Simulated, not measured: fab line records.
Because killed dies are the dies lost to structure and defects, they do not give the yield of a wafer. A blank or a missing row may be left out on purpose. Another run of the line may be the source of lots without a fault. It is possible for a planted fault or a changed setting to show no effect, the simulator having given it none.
The tool behind it: which one? ; flow nand_harc ; 6 lots with 18 wafers sampled at 5 steps, on a route of 1302 steps

## WHAT THE GAUGES READ, wafer by wafer
NHARC_END_SORT_01.
lot;measured;on;killed_at_array
L564;day 30 00:35;prober-02;77 78 72

## WHICH TOOL RAN EACH LOT (tool, then ch and the chambers of the sampled wafers, then the start)
lot;NHARC_A_SLIT_ETCH_26;NHARC_A_WL_FILL_ETCHBACK_05;NHARC_A_WL_FILL_ETCHBACK_26;NHARC_A_CONTACT_DEP_28
L559;har_etch-01 ch 0,1, day 20 18:46;rie_metal-01 ch 0,1, day 21 04:51;rie_si-05 ch 0,2,3, day 21 18:35;acl_dep-01 ch 0, day 21 21:55
L564;har_etch-01 ch 0,1, day 24 13:10;rie_metal-01 ch 0,1, day 24 22:43;rie_si-03 ch 0,1, day 25 16:03;acl_dep-03 ch 0, day 25 18:01
L567;har_etch-02 ch 0,1, day 25 00:49;rie_metal-02 ch 0,1, day 25 11:45;rie_si-05 ch 0,1,2, day 26 05:18;acl_dep-01 ch 0, day 26 09:43
L575;har_etch-02 ch 0,1, day 28 05:09;rie_metal-01 ch 0,1, day 28 14:56;rie_si-06 ch 0,1,3, day 29 06:33;acl_dep-01 ch 0, day 29 09:49
L578;har_etch-02 ch 0,1, day 29 02:04;rie_metal-02 ch 0, day 29 11:53;rie_si-05 ch 1,3, day 30 04:37;acl_dep-02 ch 0, day 30 07:08
L579;har_etch-02 ch 0,1, day 30 10:17;rie_metal-02 ch 0,1, day 30 19:13;rie_si-05 ch 0,1,2, day 31 10:32;acl_dep-02 ch 0, day 31 14:27
- NHARC_A_SLIT_ETCH_26: etches the open film in C4F8/O2/Ar, time 90 s, target depth 400 nm.
- NHARC_A_WL_FILL_ETCHBACK_05: etches the open film in Cl2/BCl3, target depth 22 nm, time 60 s.
- NHARC_A_WL_FILL_ETCHBACK_26: etches the open film in HBr, target depth 52 nm, time 13.3 s.
- NHARC_A_CONTACT_DEP_28: deposits aC, target thk 7000 nm.

## THE ANSWER, worked out from the rows above alone
Rule: the lots themselves supply what counts as usual. Put in order of their means at a reading, lots are off if they are a third of the lots or fewer, leave a main group of 4 or more, and stand apart from it by a gap of 3 or more times the standard deviation of the main group's means; of several such gaps the widest counts. A main group is skipped when, at the precision printed for the reading in the tables above, its means are all equal. Also off: a lot with no number at a reading for which 4 or more lots have one. All remaining lots with rows at the step are treated as sound.
Across all readings shown, no lot is off: no conclusion can be drawn from this.

## WHAT WAS PUT IN BY THE SIMULATOR
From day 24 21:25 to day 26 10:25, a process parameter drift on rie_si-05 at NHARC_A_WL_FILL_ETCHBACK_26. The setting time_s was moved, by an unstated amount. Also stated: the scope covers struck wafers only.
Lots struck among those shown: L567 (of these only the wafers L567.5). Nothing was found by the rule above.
